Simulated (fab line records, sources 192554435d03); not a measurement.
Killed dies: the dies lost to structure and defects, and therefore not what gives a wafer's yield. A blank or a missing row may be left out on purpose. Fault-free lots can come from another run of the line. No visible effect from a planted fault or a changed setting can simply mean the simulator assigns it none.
Chamber matching / flow n5-finfet / cmp-01 running N5_SDB_CMP_30: 4 sister chambers
The step polishes, stops on poly-Si, t overpolish 1.54 s, target thk 30 nm. 8 wafers are shown with their chamber, then 10 later ones without.

EACH WAFER AND ITS CHAMBER
wafer=L086.3; chamber=3; time-to-endpoint-s (s)=25; motor-current-A (A)=13.0
wafer=L087.1; chamber=1; time-to-endpoint-s (s)=16; motor-current-A (A)=14.0
wafer=L087.3; chamber=2; time-to-endpoint-s (s)=21; motor-current-A (A)=14.2
wafer=L088.1; chamber=0; time-to-endpoint-s (s)=19; motor-current-A (A)=13.2
wafer=L088.4; chamber=2; time-to-endpoint-s (s)=21; motor-current-A (A)=13.5
wafer=L088.5; chamber=0; time-to-endpoint-s (s)=20; motor-current-A (A)=12.3
wafer=L089.2; chamber=1; time-to-endpoint-s (s)=17; motor-current-A (A)=13.4
wafer=L089.5; chamber=3; time-to-endpoint-s (s)=24; motor-current-A (A)=12.8

WAFERS WHOSE CHAMBER IS MISSING
wafer=L089.6; time-to-endpoint-s (s)=18; motor-current-A (A)=12.9
wafer=L090.2; time-to-endpoint-s (s)=17; motor-current-A (A)=14.6
wafer=L090.3; time-to-endpoint-s (s)=24; motor-current-A (A)=12.8
wafer=L090.5; time-to-endpoint-s (s)=25; motor-current-A (A)=14.5
wafer=L091.1; time-to-endpoint-s (s)=23; motor-current-A (A)=13.3
wafer=L091.3; time-to-endpoint-s (s)=24; motor-current-A (A)=13.6
wafer=L091.5; time-to-endpoint-s (s)=25; motor-current-A (A)=13.2
wafer=L092.2; time-to-endpoint-s (s)=20; motor-current-A (A)=13.2
wafer=L092.4; time-to-endpoint-s (s)=18; motor-current-A (A)=14.4
wafer=L092.5; time-to-endpoint-s (s)=15; motor-current-A (A)=14.0

EACH ONE'S CHAMBER
wafer=L089.6; from the rows above=can't be placed: 0 or 1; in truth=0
wafer=L090.2; from the rows above=1; in truth=1
wafer=L090.3; from the rows above=3; in truth=3
wafer=L090.5; from the rows above=3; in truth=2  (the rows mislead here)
wafer=L091.1; from the rows above=can't be placed: 3 or 2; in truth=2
wafer=L091.3; from the rows above=3; in truth=3
wafer=L091.5; from the rows above=3; in truth=3
wafer=L092.2; from the rows above=can't be placed: 0 or 2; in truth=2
wafer=L092.4; from the rows above=can't be placed: 1 or 0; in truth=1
wafer=L092.5; from the rows above=1; in truth=1
Correct placement for 5 of the 10. From these rows, 4 cannot be placed; in 4 the true chamber is one of the candidates. 1 placed wrongly.
How it was worked out, from the rows above alone: a wafer's distance from a chamber is the root of the sum, over the readings, of the square of ((its reading less the chamber's mean) divided by the reading's scatter). If the next closest chamber is less than 2 further off than the closest, the wafer can't be placed; otherwise it belongs to the closest. A chamber's mean is the mean of its shown wafers. The scatter is the square root of a quotient: the sum, over the shown wafers, of each reading's squared deviation from its chamber's mean, divided by wafers minus chambers.
